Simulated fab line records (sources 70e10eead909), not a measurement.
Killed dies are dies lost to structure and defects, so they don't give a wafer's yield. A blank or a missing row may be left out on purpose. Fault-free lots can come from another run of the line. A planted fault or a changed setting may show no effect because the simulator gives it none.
Which tool is to blame? -- flow nandHarc -- 24 lots with 72 wafers sampled at 3 steps, on a route of 1159 steps

WHAT THE GAUGES SHOWED, per wafer
NHARC_A_M1_CD_MEAS_16. Usual: cdNm 120.1 nm, standard deviation 0.93.
lot,measured,on,cdNm (nm),flag
L074,day 17 18:28,cdSem-02,120.5 120.7 120.6,
L076,day 17 20:52,cdSem-03,120.2 121.9 120.7,
L075,day 17 21:17,cdSem-03,121.3 120.4 119.8,
L077,day 18 00:05,cdSem-03,119.7 119.2 119.7,
L079,day 18 05:55,cdSem-02,120.6 119.3 118.4,
L078,day 18 17:31,cdSem-03,121.6 120.4 121.7,
L080,day 18 22:25,cdSem-01,119.7 119.5 120.4,
L081,day 19 09:04,cdSem-03,118.6 118.0 118.7,
L082,day 19 21:43,cdSem-02,119.9 118.9 118.3,
L084,day 20 04:15,cdSem-02,120.8 121.1 120.6,
L083,day 20 04:38,cdSem-01,120.2 120.1 120.8,
L088,day 20 08:52,cdSem-01,119.8 120.4 119.2,
L087,day 20 09:35,cdSem-02,119.2 120.1 118.9,
L086,day 20 12:04,cdSem-01,119.4 118.8 117.9,
L089,day 20 22:49,cdSem-02,119.6 119.9 119.2,
L085,day 20 22:56,cdSem-03,121.0 120.8 120.9,
L091,day 21 17:01,cdSem-03,119.4 120.6 119.3,
L090,day 21 21:25,cdSem-02,120.1 119.2 119.4,
L093,day 22 07:59,cdSem-03,120.9 119.9 119.8,
L092,day 22 08:34,cdSem-01,118.7 119.2 118.9,
L094,day 22 14:35,cdSem-01,121.2 121.1 121.2,
L097,day 23 07:05,cdSem-03,120.9 120.2 120.3,
L095,day 24 00:35,cdSem-03,120.9 122.2 121.5,
L096,day 24 08:06,cdSem-02,120.5 120.4 120.7,

WHAT TOOL EACH LOT RAN ON (gives the tool, then ch and the chambers of the sampled wafers, and finally the start)
lot,NHARC_A_BLC_PVD_32,NHARC_A_M0_DEP_32
L074,"pvdSputter-03, day 17 16:47 or earlier","pecvd-04 ch 0,1, day 17 16:47"
L076,"pvdSputter-01, day 17 19:10 or earlier","pecvd-02 ch 1,2, day 17 19:10"
L075,"pvdSputter-03, day 17 19:46 or earlier","pecvd-03 ch 1,2, day 17 19:46"
L077,"pvdSputter-01, day 17 22:20 or earlier","pecvd-02 ch 0,2, day 17 22:20"
L079,"pvdSputter-02, day 18 04:18 or earlier","pecvd-04 ch 1,2, day 18 04:18"
L078,"pvdSputter-01, day 18 15:48 or earlier","pecvd-04 ch 1,2, day 18 15:48"
L080,"pvdSputter-02, day 18 20:42 or earlier","pecvd-04 ch 1,2, day 18 20:42"
L081,"pvdSputter-02, day 19 07:22 or earlier","pecvd-04 ch 0,1,2, day 19 07:22"
L082,"pvdSputter-01, day 19 20:01 or earlier","pecvd-02 ch 0,1,2, day 19 20:01"
L084,"pvdSputter-03, day 20 02:31 or earlier","pecvd-03 ch 0,1, day 20 02:31"
L083,"pvdSputter-01, day 20 02:47 or earlier","pecvd-02 ch 0,1,2, day 20 02:47"
L088,"pvdSputter-02, day 20 07:09 or earlier","pecvd-03 ch 1,2, day 20 07:09"
L087,"pvdSputter-01, day 20 07:54 or earlier","pecvd-04 ch 0,1, day 20 07:54"
L086,"pvdSputter-02, day 20 10:17 or earlier","pecvd-04 ch 0,2, day 20 10:17"
L089,"pvdSputter-03, day 20 20:47 or earlier","pecvd-04 ch 1,2, day 20 20:47"
L085,"pvdSputter-01, day 20 21:10 or earlier","pecvd-04 ch 0,1,2, day 20 21:10"
L091,"pvdSputter-03, day 21 15:23 or earlier","pecvd-03 ch 0,1, day 21 15:23"
L090,"pvdSputter-03, day 21 19:46 or earlier","pecvd-04 ch 0,2, day 21 19:46"
L093,"pvdSputter-03, day 22 06:13 or earlier","pecvd-03 ch 0,1,2, day 22 06:13"
L092,"pvdSputter-02, day 22 06:50 or earlier","pecvd-04 ch 0,1, day 22 06:50"
L094,"pvdSputter-02, day 22 12:59 or earlier","pecvd-04 ch 0,1,2, day 22 12:59"
L097,"pvdSputter-01, day 23 05:25 or earlier","pecvd-02 ch 0,1,2, day 23 05:25"
L095,"pvdSputter-01, day 23 22:50 or earlier","pecvd-03 ch 0,1, day 23 22:50"
L096,"pvdSputter-02, day 24 06:23 or earlier","pecvd-02 ch 1,2, day 24 06:23"
- NHARC_A_BLC_PVD_32: deposits Ti, target thk 5 nm, time 17.7 s.
- NHARC_A_M0_DEP_32: deposits SiCN, target thk 30 nm.

WHAT THE TOOLS THEMSELVES READ (means of the sampled wafers that have a number; where no wafer has one, the mark that the record gives instead)
NHARC_A_BLC_PVD_32. Usual: throttleValvePct 30.0 %, standard deviation 0.77.
lot,tool,throttleValvePct (%),flag
L074,pvdSputter-03,29.7,
L076,pvdSputter-01,29.1,
L075,pvdSputter-03,29.8,
L077,pvdSputter-01,29.3,
L079,pvdSputter-02,29.5,
L078,pvdSputter-01,30.6,
L080,pvdSputter-02,29.6,
L081,pvdSputter-02,29.7,
L082,pvdSputter-01,30.6,
L084,pvdSputter-03,29.7,
L083,pvdSputter-01,30.2,
L088,pvdSputter-02,29.6,
L087,pvdSputter-01,31.0,
L086,pvdSputter-02,29.9,
L089,pvdSputter-03,30.0,
L085,pvdSputter-01,30.5,
L091,pvdSputter-03,29.9,
L090,pvdSputter-03,30.2,
L093,pvdSputter-03,30.1,
L092,pvdSputter-02,30.1,
L094,pvdSputter-02,30.3,
L097,pvdSputter-01,31.1,
L095,pvdSputter-01,29.7,
L096,pvdSputter-02,29.8,

NHARC_A_M0_DEP_32. Usual: heaterPowerW 582 W, standard deviation 86.
lot,tool,heaterPowerW (W),flag
L074,pecvd-04,565,
L076,pecvd-02,658,
L075,pecvd-03,587,
L077,pecvd-02,698,
L079,pecvd-04,531,
L078,pecvd-04,527,
L080,pecvd-04,549,
L081,pecvd-04,544,
L082,pecvd-02,632,
L084,pecvd-03,528,
L083,pecvd-02,642,
L088,pecvd-03,605,
L087,pecvd-04,537,
L086,pecvd-04,505,
L089,pecvd-04,555,
L085,pecvd-04,569,
L091,pecvd-03,615,
L090,pecvd-04,555,
L093,pecvd-03,606,
L092,pecvd-04,569,
L094,pecvd-04,519,
L097,pecvd-02,648,
L095,pecvd-03,600,
L096,pecvd-02,596,

THE ANSWER, worked out from the rows above alone
Rule: take the mean of a lot's wafers that have a number; if it is more than 3 standard deviations from the usual mean, the lot is off. A lot without any number at a reading at which 4 lots or more have one is off too. All remaining lots with rows at the step are treated as sound. Order of review: gauges by route order, followed by the tools' own readings, for which a lot's mean as printed above is used. At the first step where some lot is off, the reading lying furthest off is the one used; lots without a number count as furthest.
None of the lots is off at any reading shown; this tells nothing.

WHAT THE SIMULATOR PUT IN
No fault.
